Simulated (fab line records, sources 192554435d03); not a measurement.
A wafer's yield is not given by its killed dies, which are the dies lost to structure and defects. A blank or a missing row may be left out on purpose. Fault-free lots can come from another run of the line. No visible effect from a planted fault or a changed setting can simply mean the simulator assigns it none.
Split-lot experiment / flow n5Finfet / route with 1938 steps; 7 lots, 21 wafers read

== SPLIT DETAILS ==
At N5_BEOL_M14_PEB_26 (peb time 90 s), the setting pebTempC was moved away from the recipe's 130 C on 7 of the 21 wafers read, by -2.5% to +1.8%. The other wafers ran this setting at the recipe's value.

== FROM THE SPLIT TO THE READING: what the file shows between them, 2 steps ==
- N5_BEOL_M14_DEVELOP_27: develop time 45 s
- N5_BEOL_M14_HARDBAKE_32: time 120 s

== THE READING ==
At N5_BEOL_M14_CD_MEAS_28: cdNm in nanometres, against a target cd of 284.4 nm. On this fab line, fault-free wafers typically give 285.8 nm with a standard deviation of 2.4 nm.

wafer=L077.2; tool, chamber at the split=lithoTrack-05, 0; pebTempC as run, C=130; against the recipe=recipe; cdNm, nm=286.2; against lot-mates on the recipe=-
wafer=L077.5; tool, chamber at the split=lithoTrack-05, 0; pebTempC as run, C=130; against the recipe=recipe; cdNm, nm=286.1; against lot-mates on the recipe=-
wafer=L077.6; tool, chamber at the split=lithoTrack-05, 0; pebTempC as run, C=127.7; against the recipe=-1.8%; cdNm, nm=276.3; against lot-mates on the recipe=-9.8
wafer=L076.2; tool, chamber at the split=lithoTrack-02, 0; pebTempC as run, C=130; against the recipe=recipe; cdNm, nm=285.5; against lot-mates on the recipe=-
wafer=L076.3; tool, chamber at the split=lithoTrack-02, 0; pebTempC as run, C=130; against the recipe=recipe; cdNm, nm=283.4; against lot-mates on the recipe=-
wafer=L076.6; tool, chamber at the split=lithoTrack-02, 0; pebTempC as run, C=130; against the recipe=recipe; cdNm, nm=286.7; against lot-mates on the recipe=-
wafer=L086.1; tool, chamber at the split=lithoTrack-02, 0; pebTempC as run, C=126.7; against the recipe=-2.5%; cdNm, nm=266.1; against lot-mates on the recipe=-17.4
wafer=L086.3; tool, chamber at the split=lithoTrack-02, 0; pebTempC as run, C=130; against the recipe=recipe; cdNm, nm=283.4; against lot-mates on the recipe=-
wafer=L086.5; tool, chamber at the split=lithoTrack-02, 0; pebTempC as run, C=130; against the recipe=recipe; cdNm, nm=283.6; against lot-mates on the recipe=-
wafer=L084.2; tool, chamber at the split=lithoTrack-05, 0; pebTempC as run, C=130; against the recipe=recipe; cdNm, nm=285.0; against lot-mates on the recipe=-
wafer=L084.4; tool, chamber at the split=lithoTrack-05, 0; pebTempC as run, C=130; against the recipe=recipe; cdNm, nm=284.6; against lot-mates on the recipe=-
wafer=L084.6; tool, chamber at the split=lithoTrack-05, 0; pebTempC as run, C=126.8; against the recipe=-2.5%; cdNm, nm=269.2; against lot-mates on the recipe=-15.6
wafer=L087.1; tool, chamber at the split=lithoTrack-05, 0; pebTempC as run, C=130; against the recipe=recipe; cdNm, nm=287.1; against lot-mates on the recipe=-
wafer=L087.2; tool, chamber at the split=lithoTrack-05, 0; pebTempC as run, C=130; against the recipe=recipe; cdNm, nm=287.1; against lot-mates on the recipe=-
wafer=L087.5; tool, chamber at the split=lithoTrack-05, 0; pebTempC as run, C=126.7; against the recipe=-2.5%; cdNm, nm=269.6; against lot-mates on the recipe=-17.5
wafer=L096.3; tool, chamber at the split=lithoTrack-01, 0; pebTempC as run, C=127.2; against the recipe=-2.2%; cdNm, nm=274.9; against lot-mates on the recipe=-9.3
wafer=L096.4; tool, chamber at the split=lithoTrack-01, 0; pebTempC as run, C=130; against the recipe=recipe; cdNm, nm=284.2; against lot-mates on the recipe=-
wafer=L096.6; tool, chamber at the split=lithoTrack-01, 0; pebTempC as run, C=127.2; against the recipe=-2.2%; cdNm, nm=272.8; against lot-mates on the recipe=-11.4
wafer=L094.1; tool, chamber at the split=lithoTrack-02, 0; pebTempC as run, C=130; against the recipe=recipe; cdNm, nm=287.2; against lot-mates on the recipe=-
wafer=L094.5; tool, chamber at the split=lithoTrack-02, 0; pebTempC as run, C=130; against the recipe=recipe; cdNm, nm=283.5; against lot-mates on the recipe=-
wafer=L094.6; tool, chamber at the split=lithoTrack-02, 0; pebTempC as run, C=132.4; against the recipe=+1.8%; cdNm, nm=294.3; against lot-mates on the recipe=+8.9

FIT RESULTS
A straight line over all 21 wafers: cdNm changes by +5.98 nm for each +1% of pebTempC; r = +0.97; the points scatter about the line by 1.8 nm.
The same after taking each lot's own level away (the mean of its wafers on the recipe; 21 wafers): +5.86 nm for each +1%; r = +0.98; scatter 1.5 nm.
That fit puts the effect of the largest move of pebTempC on the reading at 15 nm.
Measured against the standard deviation above, the lots' own levels, which go from 283.50 to 287.10 nm, span 1.5 times it.
Hence the lot-to-lot level has little effect on the slope; both slopes agree.
Check: for one of the wafers moved furthest among these (-2.5%), held out of the fit, the line's prediction against its lot-mates is -14.5 nm. It came out at -17.4 nm against them.

== ADDITIONAL SPLITS CARRIED BY THESE WAFERS ==
Other splits were also applied to these wafers ahead of the reading. Each is held against what the fit with the lots' levels taken away leaves over:
other split on the same wafers=N5_BEOL_M12_COAT_66 spinRpm; wafers away from the commonest value=10; r with cdNm (lot level and that fit taken away)=+0.35
other split on the same wafers=N5_BEOL_M13_ETCH_68 timeS; wafers away from the commonest value=3; r with cdNm (lot level and that fit taken away)=-0.13

== THE WHOLE CHAIN: every reading that the file lists as answering this split, in the file's order ==
step=N5_BEOL_M14_CD_MEAS_28; what it does=target cd 284.4 nm; reading=cdNm; change (the file's fit)=+6.08 nm for each +1% of the setting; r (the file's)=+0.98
step=N5_BEOL_M14_DESCUM_33; what it does=chemistry O2, time 7.9 s; reading=BEOL_M14.cdNm (the simulator's own value, which no gauge read); change (the file's fit)=+6.04 nm for each +1% of the setting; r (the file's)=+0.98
step=N5_BEOL_M14_ETCH_67; what it does=etches SiARC in CF4, target depth 143 nm, time 238.3 s; reading=BEOL_M14.cdNm (the simulator's own value, which no gauge read); change (the file's fit)=+6.19 nm for each +1% of the setting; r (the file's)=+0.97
step=N5_BEOL_M14_TRENCH_ETCH_34; what it does=etches SiO2 in C4F8/O2/Ar, target depth 556.65 nm, time 126.9 s; reading=BEOL_M14.cdNm (the simulator's own value, which no gauge read); change (the file's fit)=+6.26 nm for each +1% of the setting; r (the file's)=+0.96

== THE FILE'S OWN FIT ==
cdNm changes by +6.08 nm for each +1% of pebTempC, r = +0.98.
